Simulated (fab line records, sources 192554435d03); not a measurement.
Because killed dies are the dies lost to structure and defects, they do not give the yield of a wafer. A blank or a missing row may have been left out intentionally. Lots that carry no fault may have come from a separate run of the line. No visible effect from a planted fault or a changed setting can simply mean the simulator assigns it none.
fab line records + flow n5-finfet
record:
- lots: 7
- wafers: 20
- last-day: 19
route steps=1938 shown BEOL_M13@1661
lots untouched by any fault: they come from a run of this same line in which no faults occurred
start-h: the number of hours between the record's first day and the start of the first shown wafer of the lot + wait-h: hours from the lot's prior step to this one + " repeats the value in the row above + L1.1+2: a single row standing in for several wafers + - no value, or no start was given + * or withheld: withheld + < > ~ a bound
route shown NAME@n: a module of which the file shows steps, and the number in the route of the first + usual: mean/standard deviation taken from wafers without a fault + same: alike in all rows + chamber/n: place in a boat + sites: the reading at each site + _std_site: the standard deviation of these + _edge_site: inner sites' mean taken away from outer sites' mean + radius-mm: how far each site lies from the wafer's centre + mask NAME#n: copy n + behind: the last tool/chamber to shape the wafer + hold: the reason the lot was held/the length of the hold in hours/how it ended + device: transistor that didn't switch, given as n, p or np + end of line: tests run on the same wafers once the route is complete + a step with no rows: only its recipe + killed: count of dies lost to structure and defects at first sort (not the wafer's yield) + map: per-die view of a wafer (x killed, . not killed, _ where there is no die)
set.NAME: the setting the step ran with; set.NAME@STEP: the setting that earlier step ran with + model.NAME: the simulator's own value behind a step, which no gauge read
lots seen at some steps along the route; tables by step, rows by wafer
services: from which hour (start-h, from the record's first day; less than 0 if before it) a tool's chamber was out of use, for how many hours, and why
== steps ==
step: N5_BEOL_M13_COAT_58
recipe:
- resist: BARC
- temp-c: 205
- time-s: 60
- spin-rpm: 1500
- resist-thk-nm: 89
step: N5_BEOL_M13_COAT_04
recipe:
- spin-rpm: 1625
- resist-thk-nm: 400
step: N5_BEOL_M13_EBR_06
recipe:
- solvent: PGMEA
- ebr-width-mm: 1.5
step: N5_BEOL_M13_SOFTBAKE_05
recipe:
- temp-c: 130
- time-s: 60
step: N5_BEOL_M13_EXPOSE_07
recipe:
- mask-id: V12
- na: 0.93
- source-shape: conventional
- sigma-outer: 0.6
- polarization: unpolarized
- attpsm-phase-deg: 180
- dose-mj: 24.8
step: N5_BEOL_M13_PEB_08
recipe:
- peb-temp-c: 130
- peb-time-s: 90
step: N5_BEOL_M13_DEVELOP_09
recipe:
- develop-time-s: 45
- rinse-liquid: diw
- dry: air-spin
- dev-temp-c: 21
step: N5_BEOL_M13_HARDBAKE_14
recipe:
- temp-c: 130
- time-s: 120
step: N5_BEOL_M13_CD_MEAS_10
recipe:
- target-cd-nm: 190
- landing-energy-ev: 500
- detector: se-inlens
- polarity: opening
usual:
- cd-nm: 190.3/1.2
| lot.wafer | tool      | chamber | start-h | wait-h | cd-nm |
|-----------|-----------|---------|---------|--------|-------|
| L320.2    | cd-sem-03 | 0       | 262.74  | -      | 189.8 |
| L320.4    | "         | 0       | "       | "      | 190.6 |
| L320.6    | "         | 0       | "       | "      | 190.4 |
| L324.2    | cd-sem-03 | 0       | 285.25  | -      | 190.2 |
| L324.3    | "         | 0       | "       | "      | 189.1 |
| L324.5    | "         | 0       | "       | "      | 188.4 |
| L328.1    | cd-sem-01 | 0       | 322.27  | -      | 193.0 |
| L328.4    | "         | 0       | "       | "      | 192.0 |
| L328.6    | "         | 0       | "       | "      | 191.4 |
| L335.1    | cd-sem-02 | 0       | 366.64  | -      | 188.5 |
| L335.4    | "         | 0       | "       | "      | 189.0 |
| L335.6    | "         | 0       | "       | "      | 189.6 |
| L333.2    | cd-sem-03 | 0       | 378.03  | -      | 189.0 |
| L333.3    | "         | 0       | "       | "      | 190.0 |
| L333.5    | "         | 0       | "       | "      | 189.0 |
| L339.2    | cd-sem-01 | 0       | 399.78  | -      | 188.9 |
| L339.3    | "         | 0       | "       | "      | 189.0 |
| L343.3    | cd-sem-02 | 0       | 418.84  | -      | 190.9 |
| L343.4    | "         | 0       | "       | "      | 191.6 |
| L343.6    | "         | 0       | "       | "      | 190.5 |
step: N5_BEOL_M13_OVL_MEAS_11
recipe:
- points-per-wafer: 44
usual:
- V12_OVL: -2/6.7
| lot.wafer | tool       | chamber | start-h | wait-h | V12_OVL[nm] |
|-----------|------------|---------|---------|--------|-------------|
| L320.2    | overlay-01 | 0       | 262.77  | 0.0    | -8          |
| L320.4    | "          | 0       | "       | "      | -4          |
| L320.6    | "          | 0       | "       | "      | 3           |
| L324.2    | overlay-02 | 0       | 285.28  | 0.0    | -8          |
| L324.3    | "          | 0       | "       | "      | 0           |
| L324.5    | "          | 0       | "       | "      | -2          |
| L328.1    | overlay-01 | 0       | 322.30  | 0.0    | -5          |
| L328.4    | "          | 0       | "       | "      | -12         |
| L328.6    | "          | 0       | "       | "      | -9          |
| L335.1    | overlay-02 | 0       | 366.67  | 0.0    | 8           |
| L335.4    | "          | 0       | "       | "      | -11         |
| L335.6    | "          | 0       | "       | "      | -6          |
| L333.2    | overlay-01 | 0       | 378.05  | 0.0    | 2           |
| L333.3    | "          | 0       | "       | "      | -4          |
| L333.5    | "          | 0       | "       | "      | -7          |
| L339.2    | overlay-02 | 0       | 399.81  | 0.0    | -8          |
| L339.3    | "          | 0       | "       | "      | 1           |
| L343.3    | overlay-02 | 0       | 418.87  | 0.0    | 1           |
| L343.4    | "          | 0       | "       | "      | 12          |
| L343.6    | "          | 0       | "       | "      | 5           |
step: N5_BEOL_M13_INSPECT_12
recipe:
- mode: adi
- inspect-instrument: macro
usual:
- raw-defect-count: 1.9/1.4
| lot.wafer | tool              | chamber | start-h | wait-h | raw-defect-count |
|-----------|-------------------|---------|---------|--------|------------------|
| L320.2    | defect-inspect-02 | -       | 262.79  | 0.0    | 2                |
| L320.4    | "                 | -       | "       | "      | 0                |
| L320.6    | "                 | -       | "       | "      | 4                |
| L324.2    | defect-inspect-02 | -       | 285.30  | 0.0    | 2                |
| L324.3    | "                 | -       | "       | "      | 3                |
| L324.5    | "                 | -       | "       | "      | 1                |
| L328.1    | defect-inspect-02 | -       | 322.32  | 0.0    | 1                |
| L328.4    | "                 | -       | "       | "      | 1                |
| L328.6    | "                 | -       | "       | "      | 0                |
| L335.1    | defect-inspect-02 | -       | 366.69  | 0.0    | 4                |
| L335.4    | "                 | -       | "       | "      | 1                |
| L335.6    | "                 | -       | "       | "      | 1                |
| L333.2    | defect-inspect-02 | -       | 378.08  | 0.0    | 2                |
| L333.3    | "                 | -       | "       | "      | 2                |
| L333.5    | "                 | -       | "       | "      | 1                |
| L339.2    | defect-inspect-01 | -       | 399.83  | 0.0    | 3                |
| L339.3    | "                 | -       | "       | "      | 3                |
| L343.3    | defect-inspect-01 | -       | 418.89  | 0.0    | 4                |
| L343.4    | "                 | -       | "       | "      | 1                |
| L343.6    | "                 | -       | "       | "      | 0                |
step: N5_BEOL_M13_DESCUM_15
recipe:
- chemistry: O2
- time-s: 7.9
- source-power-w: 50
- bias-power-w: 20
- pressure-mtorr: 20
- rf-frequency-hz: 2.712e+07
- temp-c: 40
- o2-flow-sccm: 225
usual:
- drypump-motor-current-A: 5.6/0.5
- oes-product-au: 0.80/0.088
- rf-vpp-V: 243.4/1.5
- showerhead-plenum-p-Torr: 2.10/0.081
- temp-c: 40.00/0.11
- throttle-valve-pct: 20.44/0.21
| lot.wafer | tool        | chamber | start-h | wait-h | drypump-motor-current-A | oes-product-au | rf-hours-counter-h | rf-vpp-V | showerhead-plenum-p-Torr | temp-c | throttle-valve-pct |
|-----------|-------------|---------|---------|--------|-------------------------|----------------|--------------------|----------|--------------------------|--------|--------------------|
| L320.2    | rie-diel-06 | 3       | 262.82  | 0.0    | 5.4                     | 0.69           | 224                | 242.9    | 2.06                     | 39.92  | 20.66              |
| L320.4    | "           | 1       | "       | "      | 5.6                     | 0.69           | 233                | 243.9    | 2.16                     | 40.00  | 20.89              |
| L320.6    | "           | 1       | "       | "      | 5.6                     | 0.69           | -                  | 243.6    | 2.16                     | 39.93  | 20.88              |
| L324.2    | rie-diel-03 | 0       | 285.34  | 0.0    | 4.8                     | 0.80           | 77                 | 244.3    | 2.04                     | 39.98  | 20.27              |
| L324.3    | "           | 3       | "       | "      | 5.5                     | 0.86           | 51                 | 245.2    | 2.22                     | 40.05  | 20.30              |
| L324.5    | "           | 3       | "       | "      | 5.5                     | 0.86           | -                  | 245.8    | 2.22                     | 40.11  | 20.32              |
| L328.1    | rie-diel-03 | 2       | 322.35  | 0.0    | 5.3                     | 0.90           | 28                 | 243.8    | 2.23                     | 40.05  | 20.38              |
| L328.4    | "           | 1       | "       | "      | 6.1                     | 0.98           | 4                  | 244.7    | 2.14                     | 39.96  | 20.21              |
| L328.6    | "           | 1       | "       | "      | 6.1                     | 0.98           | -                  | 245.6    | 2.14                     | 40.06  | 20.19              |
| L335.1    | rie-diel-03 | 1       | 366.79  | 0.1    | 6.0                     | 0.95           | 15                 | 243.5    | 2.14                     | 39.99  | 20.22              |
| L335.4    | "           | 3       | "       | "      | 5.5                     | 0.84           | 70                 | 246.5    | 2.21                     | 40.14  | 20.33              |
| L335.6    | "           | 0       | "       | "      | 4.8                     | 0.77           | -                  | 241.6    | 2.03                     | 40.02  | 20.30              |
| L333.2    | rie-diel-03 | 2       | 378.11  | 0.0    | 5.3                     | 0.89           | 41                 | 244.7    | 2.22                     | 39.89  | 20.41              |
| L333.3    | "           | 0       | "       | "      | 4.7                     | 0.78           | 102                | 241.5    | 2.03                     | 39.88  | 20.31              |
| L333.5    | "           | 3       | "       | "      | 5.5                     | 0.83           | -                  | 245.5    | 2.21                     | 39.91  | 20.34              |
| L339.2    | rie-diel-03 | 2       | 400.15  | 0.3    | 5.3                     | 0.87           | 51                 | 245.1    | 2.22                     | 40.07  | 20.43              |
| L339.3    | "           | 1       | "       | "      | 6.0                     | 0.94           | 24                 | 244.5    | 2.14                     | 39.87  | 20.22              |
| L343.3    | rie-diel-03 | 0       | 418.93  | 0.0    | 4.8                     | 0.75           | 117                | 241.9    | 2.02                     | 39.99  | 20.32              |
| L343.4    | "           | 3       | "       | "      | 5.5                     | 0.82           | 89                 | 244.6    | 2.21                     | 40.03  | 20.37              |
| L343.6    | "           | 3       | "       | "      | 5.5                     | 0.81           | -                  | 245.8    | 2.21                     | 40.19  | 20.37              |
step: N5_BEOL_M13_ETCH_59
recipe:
- chemistry: N2/H2
- target: BARC
- target-depth-a: 890
- overetch-a: 267
- time-s: 67.9
- ion-energy-ev: 200
- pressure-mtorr: 30
- source-w: 840
- bias-w: 150
- n2-flow-sccm: 200
- h2-flow-sccm: 200
usual:
- drypump-motor-current-A: 5.6/0.5
- oes-product-au: 0.68/0.072
- rf-vpp-V: 524.1/2.7
- showerhead-plenum-p-Torr: 2.55/0.097
- throttle-valve-pct: 17.85/0.22
| lot.wafer | tool        | chamber | start-h | wait-h | drypump-motor-current-A | oes-product-au | rf-hours-counter-h | rf-vpp-V | showerhead-plenum-p-Torr | throttle-valve-pct | model.coat_of_BEOL_M13_COAT_04.thk-nm |
|-----------|-------------|---------|---------|--------|-------------------------|----------------|--------------------|----------|--------------------------|--------------------|---------------------------------------|
| L320.2    | rie-diel-06 | 3       | 262.86  | 0.0    | 5.4                     | 0.58           | 224                | 522.7    | 2.52                     | 18.18              | 318.6                                 |
| L320.4    | "           | 1       | "       | "      | 5.6                     | 0.60           | 233                | 525.9    | 2.62                     | 18.32              | 318                                   |
| L320.6    | "           | 1       | "       | "      | 5.6                     | 0.59           | -                  | 525.7    | 2.62                     | 18.34              | 319.6                                 |
| L324.2    | rie-diel-03 | 0       | 285.37  | 0.0    | 4.8                     | 0.69           | 77                 | 520.7    | 2.47                     | 17.64              | 318.8                                 |
| L324.3    | "           | 3       | "       | "      | 5.5                     | 0.73           | 51                 | 528.7    | 2.70                     | 17.69              | 318.4                                 |
| L324.5    | "           | 3       | "       | "      | 5.5                     | 0.74           | -                  | 527.6    | 2.70                     | 17.72              | 317.2                                 |
| L328.1    | rie-diel-03 | 2       | 322.39  | 0.0    | 5.3                     | 0.77           | 28                 | 528.1    | 2.70                     | 17.77              | 316.6                                 |
| L328.4    | "           | 1       | "       | "      | 6.1                     | 0.83           | 4                  | 526.3    | 2.60                     | 17.76              | 315.8                                 |
| L328.6    | "           | 1       | "       | "      | 6.1                     | 0.83           | -                  | 525.0    | 2.60                     | 17.74              | 315.2                                 |
| L335.1    | rie-diel-03 | 1       | 366.82  | 0.0    | 6.0                     | 0.80           | 15                 | 525.7    | 2.60                     | 17.75              | 315.8                                 |
| L335.4    | "           | 3       | "       | "      | 5.5                     | 0.71           | 70                 | 527.8    | 2.69                     | 17.74              | 319.2                                 |
| L335.6    | "           | 0       | "       | "      | 4.8                     | 0.67           | -                  | 520.9    | 2.46                     | 17.67              | 318.8                                 |
| L333.2    | rie-diel-03 | 2       | 378.15  | 0.0    | 5.3                     | 0.75           | 41                 | 527.9    | 2.70                     | 17.80              | 295.8                                 |
| L333.3    | "           | 0       | "       | "      | 4.8                     | 0.67           | 102                | 520.9    | 2.46                     | 17.68              | 299.6                                 |
| L333.5    | "           | 3       | "       | "      | 5.5                     | 0.71           | -                  | 527.9    | 2.69                     | 17.74              | 319.4                                 |
| L339.2    | rie-diel-03 | 2       | 400.18  | 0.0    | 5.4                     | 0.74           | 51                 | 526.9    | 2.69                     | 17.82              | 295.2                                 |
| L339.3    | "           | 1       | "       | "      | 6.0                     | 0.79           | 24                 | 525.4    | 2.59                     | 17.76              | 291.6                                 |
| L343.3    | rie-diel-03 | 0       | 418.96  | 0.0    | 4.7                     | 0.66           | 117                | 521.0    | 2.45                     | 17.71              | 297.4                                 |
| L343.4    | "           | 3       | "       | "      | 5.5                     | 0.69           | 89                 | 527.9    | 2.68                     | 17.79              | 318.8                                 |
| L343.6    | "           | 3       | "       | "      | 5.5                     | 0.69           | -                  | 528.3    | 2.68                     | 17.75              | 317.8                                 |
step: N5_BEOL_M13_VIA_ETCH_16
recipe:
- chemistry: C4F8/O2/Ar
- target: SiOC
- pressure-mtorr: 30
- source-w: 3000
- bias-w: 700
- Ar_flow_sccm: 400
- C4F8_flow_sccm: 15
- O2_flow_sccm: 8
- he-inner-torr: 15
- he-outer-torr: 30
- target-depth-a: 9217
- time-s: withheld
- ion-energy-ev: 250
- ends: cleared
usual:
- drypump-motor-current-A: 5.6/0.5
- oes-product-au: 0.72/0.08
- rf-vpp-V: 666/3.5
- showerhead-plenum-p-Torr: 3.43/0.11
- throttle-valve-pct: 24.20/0.2
| lot.wafer | tool        | chamber | start-h | wait-h | drypump-motor-current-A | oes-product-au | rf-vpp-V | showerhead-plenum-p-Torr | throttle-valve-pct | model.coat_of_BEOL_M13_COAT_04.thk-nm |
|-----------|-------------|---------|---------|--------|-------------------------|----------------|----------|--------------------------|--------------------|---------------------------------------|
| L320.2    | rie-diel-06 | 3       | 262.91  | 0.0    | 5.4                     | 0.62           | 664      | 3.40                     | 24.53              | 78                                    |
| L320.4    | "           | 1       | "       | "      | 5.6                     | 0.62           | 668      | 3.50                     | 24.58              | 75.8                                  |
| L320.6    | "           | 1       | "       | "      | 5.6                     | 0.62           | 668      | 3.50                     | 24.58              | 72                                    |
| L324.2    | rie-diel-03 | 0       | 285.42  | 0.0    | 4.8                     | 0.72           | 662      | 3.34                     | 24.07              | 79.4                                  |
| L324.3    | "           | 3       | "       | "      | 5.5                     | 0.78           | 671      | 3.59                     | 23.99              | 75                                    |
| L324.5    | "           | 3       | "       | "      | 5.5                     | 0.78           | 672      | 3.59                     | 23.98              | 71                                    |
| L328.1    | rie-diel-03 | 2       | 322.44  | 0.0    | 5.3                     | 0.82           | 672      | 3.61                     | 24.10              | 70.2                                  |
| L328.4    | "           | 1       | "       | "      | 6.1                     | 0.89           | 668      | 3.50                     | 24.03              | 67                                    |
| L328.6    | "           | 1       | "       | "      | 6.0                     | 0.89           | 669      | 3.50                     | 24.03              | 66.2                                  |
| L335.1    | rie-diel-03 | 1       | 366.87  | 0.0    | 6.0                     | 0.86           | 667      | 3.49                     | 24.03              | 69.6                                  |
| L335.4    | "           | 3       | "       | "      | 5.5                     | 0.76           | 670      | 3.58                     | 24.01              | 69.8                                  |
| L335.6    | "           | 0       | "       | "      | 4.7                     | 0.71           | 664      | 3.33                     | 24.10              | 68.2                                  |
| L333.2    | rie-diel-03 | 2       | 378.20  | 0.0    | 5.3                     | 0.79           | 671      | 3.60                     | 24.12              | 51.6                                  |
| L333.3    | "           | 0       | "       | "      | 4.8                     | 0.69           | 663      | 3.33                     | 24.11              | 53                                    |
| L333.5    | "           | 3       | "       | "      | 5.5                     | 0.75           | 669      | 3.58                     | 24.03              | 66.8                                  |
| L339.2    | rie-diel-03 | 2       | 400.23  | 0.0    | 5.3                     | 0.79           | 670      | 3.59                     | 24.15              | 51.4                                  |
| L339.3    | "           | 1       | "       | "      | 6.1                     | 0.84           | 665      | 3.49                     | 24.04              | 45.2                                  |
| L343.3    | rie-diel-03 | 0       | 419.01  | 0.0    | 4.8                     | 0.68           | 663      | 3.32                     | 24.13              | 54.4                                  |
| L343.4    | "           | 3       | "       | "      | 5.5                     | 0.74           | 670      | 3.57                     | 24.04              | 72.8                                  |
| L343.6    | "           | 3       | "       | "      | 5.5                     | 0.74           | 670      | 3.57                     | 24.05              | 69.4                                  |
step: N5_BEOL_M13_STRIP_63
recipe:
- chemistry: N2/H2
- power-w: 1000
- temp-c: 250
- h2-frac: 0.65
- overash-fraction: 0.3
- pressure-mtorr: 1000
- n2-flow-sccm: 1750
- h2-flow-sccm: 3250
usual:
- drypump-motor-current-A: 5.77/0.11
- heater-power-w: 338/24
- oes-product-au: 0.676/0.005
- strip-time-to-endpoint-s: 28.2/0.97
- temp-c: 250.02/0.17
| lot.wafer | tool            | chamber | start-h | wait-h | drypump-motor-current-A | heater-power-w | oes-product-au | rf-hours-counter-h | strip-time-to-endpoint-s | temp-c |
|-----------|-----------------|---------|---------|--------|-------------------------|----------------|----------------|--------------------|--------------------------|--------|
| L320.2    | plasma-asher-01 | 1       | 263.15  | -      | 5.76                    | 349            | 0.690          | 76                 | 30.0                     | 250.00 |
| L320.4    | "               | 1       | "       | "      | 5.76                    | 354            | 0.670          | -                  | 29.3                     | 250.24 |
| L320.6    | "               | 1       | "       | "      | 5.74                    | 346            | 0.676          | -                  | 28.3                     | 250.31 |
| L324.2    | plasma-asher-02 | 0       | 285.66  | -      | 5.93                    | 343            | 0.676          | 126                | 30.4                     | 250.14 |
| L324.3    | "               | 0       | "       | "      | 5.92                    | 359            | 0.676          | -                  | 29.2                     | 250.00 |
| L324.5    | "               | 1       | "       | "      | 5.73                    | 305            | 0.683          | -                  | 28.0                     | 249.77 |
| L328.1    | plasma-asher-02 | 1       | 322.68  | -      | 5.72                    | 300            | 0.672          | 133                | 27.7                     | 250.16 |
| L328.4    | "               | 1       | "       | "      | 5.73                    | 304            | 0.672          | -                  | 26.8                     | 250.07 |
| L328.6    | "               | 1       | "       | "      | 5.72                    | 313            | 0.674          | -                  | 26.6                     | 250.22 |
| L335.1    | plasma-asher-02 | 1       | 367.11  | -      | 5.71                    | 297            | 0.668          | 141                | 27.6                     | 250.18 |
| L335.4    | "               | 0       | "       | "      | 5.93                    | 345            | 0.675          | -                  | 27.6                     | 249.84 |
| L335.6    | "               | 0       | "       | "      | 5.95                    | 351            | 0.678          | -                  | 27.2                     | 250.07 |
| L333.2    | plasma-asher-02 | 1       | 378.43  | -      | 5.73                    | 303            | 0.660          | 143                | 22.1                     | 249.97 |
| L333.3    | "               | 0       | "       | "      | 5.97                    | 351            | 0.670          | -                  | 22.6                     | 250.08 |
| L333.5    | "               | 1       | "       | "      | 5.70                    | 314            | 0.673          | -                  | 26.7                     | 250.15 |
| L339.2    | plasma-asher-01 | 0       | 400.47  | -      | 5.64                    | 360            | 0.669          | 104                | 22.0                     | 250.03 |
| L339.3    | "               | 1       | "       | "      | 5.73                    | 346            | 0.669          | -                  | 20.1                     | 249.91 |
| L343.3    | plasma-asher-02 | 1       | 419.27  | -      | 5.72                    | 306            | 0.662          | -                  | 23.0                     | 250.11 |
| L343.4    | "               | 0       | "       | "      | 5.94                    | 345            | 0.683          | -                  | 28.4                     | 250.03 |
| L343.6    | "               | 1       | "       | "      | 5.71                    | 308            | 0.665          | -                  | 27.5                     | 249.81 |
step: N5_BEOL_M13_STRIP_64
recipe:
- chemistry: N2/H2
- power-w: 1000
- temp-c: 250
- h2-frac: 0.65
- overash-fraction: 0.3
- pressure-mtorr: withheld
- n2-flow-sccm: 1750
- h2-flow-sccm: 3250
usual:
- drypump-motor-current-A: 5.78/0.12
- heater-power-w: 338/24
- oes-product-au: 0.715/0.0047
- strip-time-to-endpoint-s: 31.34/0.076
- temp-c: 250.01/0.19
| lot.wafer | tool            | chamber | start-h | wait-h | drypump-motor-current-A | heater-power-w | oes-product-au | rf-hours-counter-h | strip-time-to-endpoint-s | temp-c |
|-----------|-----------------|---------|---------|--------|-------------------------|----------------|----------------|--------------------|--------------------------|--------|
| L320.2    | plasma-asher-01 | 1       | 263.21  | 0.0    | 5.72                    | 348            | 0.718          | 76                 | 31.35                    | 249.97 |
| L320.4    | "               | 1       | "       | "      | 5.73                    | 351            | 0.714          | -                  | 31.31                    | 249.88 |
| L320.6    | "               | 1       | "       | "      | 5.73                    | 345            | 0.715          | -                  | 31.39                    | 249.83 |
| L324.2    | plasma-asher-02 | 0       | 285.72  | 0.0    | 5.98                    | 345            | 0.712          | 126                | 31.32                    | 249.98 |
| L324.3    | "               | 0       | "       | "      | 5.93                    | 348            | 0.715          | -                  | 31.24                    | 249.89 |
| L324.5    | "               | 1       | "       | "      | 5.71                    | 304            | 0.720          | -                  | 31.33                    | 250.21 |
| L328.1    | plasma-asher-02 | 1       | 322.74  | 0.0    | 5.71                    | 298            | 0.718          | 133                | 31.35                    | 249.86 |
| L328.4    | "               | 1       | "       | "      | 5.72                    | 308            | 0.715          | -                  | 31.29                    | 249.95 |
| L328.6    | "               | 1       | "       | "      | 5.70                    | 301            | 0.709          | -                  | 31.39                    | 250.09 |
| L335.1    | plasma-asher-02 | 1       | 367.17  | 0.0    | 5.72                    | 297            | 0.730          | 141                | 31.36                    | 249.78 |
| L335.4    | "               | 0       | "       | "      | 5.94                    | 345            | 0.717          | -                  | 31.42                    | 250.21 |
| L335.6    | "               | 0       | "       | "      | 5.95                    | 342            | 0.713          | -                  | 31.37                    | 250.19 |
| L333.2    | plasma-asher-02 | 1       | 378.49  | 0.0    | 5.73                    | 303            | 0.709          | 144                | 31.46                    | 250.47 |
| L333.3    | "               | 0       | "       | "      | 5.95                    | 338            | 0.709          | -                  | 31.40                    | 250.24 |
| L333.5    | "               | 1       | "       | "      | 5.72                    | 303            | 0.702          | -                  | 31.48                    | 250.40 |
| L339.2    | plasma-asher-01 | 0       | 400.53  | 0.0    | 5.67                    | 366            | 0.721          | 104                | 31.38                    | 250.12 |
| L339.3    | "               | 1       | "       | "      | 5.75                    | 346            | 0.714          | -                  | 31.33                    | 249.89 |
| L343.3    | plasma-asher-02 | 1       | 419.33  | 0.0    | 5.74                    | 291            | 0.715          | -                  | 31.33                    | 250.29 |
| L343.4    | "               | 0       | "       | "      | 5.95                    | 346            | 0.702          | -                  | 31.25                    | 249.79 |
| L343.6    | "               | 1       | "       | "      | 5.72                    | 292            | 0.712          | -                  | 31.25                    | 250.10 |
step: N5_BEOL_M13_STRIP_71
recipe:
- chemistry: post-etch-residue-remover
- time-s: 60
- temp-c: 25
- remover-ph: withheld
- remover-water-wt-pct: withheld
- remover-fluoride-wt-pct: withheld
step: N5_BEOL_M13_SRD_72
recipe:
- time-s: 30
- temp-c: 23
- rinse-liquid: diw
- dry: n2-spin
- spin-rpm: 1500
- dry-time-s: 30
step: N5_BEOL_M13_CD_MEAS_17
recipe:
- target-cd-nm: 190
- polarity: opening
usual:
- cd-nm: 190.6/1.3
| lot.wafer | tool      | chamber | start-h | wait-h | cd-nm |
|-----------|-----------|---------|---------|--------|-------|
| L320.2    | cd-sem-03 | -       | 263.35  | 0.0    | 189.0 |
| L320.4    | "         | -       | "       | "      | 189.8 |
| L320.6    | "         | -       | "       | "      | 189.7 |
| L324.2    | cd-sem-01 | -       | 285.87  | 0.0    | 190.7 |
| L324.3    | "         | -       | "       | "      | 189.0 |
| L324.5    | "         | -       | "       | "      | 189.0 |
| L328.1    | cd-sem-03 | -       | 322.88  | 0.0    | 194.4 |
| L328.4    | "         | -       | "       | "      | 193.2 |
| L328.6    | "         | -       | "       | "      | 192.6 |
| L335.1    | cd-sem-01 | -       | 367.32  | 0.0    | 188.4 |
| L335.4    | "         | -       | "       | "      | 189.3 |
| L335.6    | "         | -       | "       | "      | 189.9 |
| L333.2    | cd-sem-01 | -       | 378.64  | 0.0    | 194.3 |
| L333.3    | "         | -       | "       | "      | 194.3 |
| L333.5    | "         | -       | "       | "      | 189.2 |
| L339.2    | cd-sem-03 | -       | 400.72  | 0.0    | 193.3 |
| L339.3    | "         | -       | "       | "      | 195.2 |
| L343.3    | cd-sem-03 | -       | 419.46  | 0.0    | 195.5 |
| L343.4    | "         | -       | "       | "      | 191.9 |
| L343.6    | "         | -       | "       | "      | 190.7 |
step: N5_BEOL_M13_COAT_65
recipe:
- resist: SOC
- temp-c: 250
- time-s: 60
- spin-rpm: 1500
- resist-thk-nm: 350
== services ==
| tool            | chamber | start-h | hours | kind                          |
|-----------------|---------|---------|-------|-------------------------------|
| rie-diel-06     | 3       | 252.54  | 2.8   | repair                        |
| rie-diel-03     | 1       | 260.48  | 6.6   | repair                        |
| plasma-asher-02 | -       | 274.21  | 1.6   | repair                        |
| rie-diel-03     | 1       | 280.85  | -     | clean                         |
| rie-diel-03     | 1       | 280.85  | -     | consumable-replace:focus-ring |
| rie-diel-03     | 1       | 280.85  | 20.3  | scheduled-down                |
| rie-diel-03     | 1       | 280.85  | 20.3  | vent-cycle                    |
| plasma-asher-02 | -       | 281.37  | 1.8   | repair                        |
| plasma-asher-02 | -       | 313.19  | 5.1   | repair                        |
| rie-diel-03     | 3       | 318.68  | 3.2   | repair                        |
| rie-diel-06     | 3       | 326.10  | 3.0   | repair                        |
| rie-diel-06     | 1       | 356.46  | -     | clean                         |
| rie-diel-06     | 1       | 356.46  | -     | consumable-replace:focus-ring |
| rie-diel-06     | 1       | 356.46  | 29.5  | scheduled-down                |
| rie-diel-06     | 1       | 356.46  | 29.5  | vent-cycle                    |
| rie-diel-03     | 2       | 381.01  | 1.2   | repair                        |
| rie-diel-06     | -       | 385.21  | 14.6  | pm                            |
| rie-diel-03     | 1       | 388.62  | 8.8   | repair                        |
| rie-diel-06     | 3       | 399.81  | -     | clean                         |
| rie-diel-06     | 3       | 399.81  | -     | consumable-replace:focus-ring |
| rie-diel-06     | 3       | 399.81  | 20.3  | scheduled-down                |
| rie-diel-06     | 3       | 399.81  | 20.3  | vent-cycle                    |
== key ==
first-sign:
- step: N5_BEOL_M13_STRIP_63
- reading: strip-time-to-endpoint-s
- direction: down
- sigmas: 6.4
- usual: *
- struck: *
effect:
- step: N5_BEOL_M13_CD_MEAS_17
- reading: cd-nm
- direction: up
- sigmas: 3
- usual: 190.6
- struck: 194.5
model-effect:
- step: N5_BEOL_M13_ETCH_59
- value: coat_of_BEOL_M13_COAT_04.thk-nm
- without: 318.2
- struck: 295.9
model-effect:
- step: N5_BEOL_M13_VIA_ETCH_16
- value: coat_of_BEOL_M13_COAT_04.thk-nm
- without: 73.32
- struck: 51.12
met-at N5_BEOL_M13_ETCH_59
struck-wafers L333.2,L333.3,L339.2,L339.3,L343.3
onset-between 366.82 378.15
fault:
- kind: process-parameter-drift
- tool: rie-diel-03
- chamber: -
- onset-h: 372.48
- steps: N5_BEOL_M13_ETCH_59
- channel: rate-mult
- offset: 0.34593
- shape: step
- end-h: 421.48
- scope: struck-wafers-only
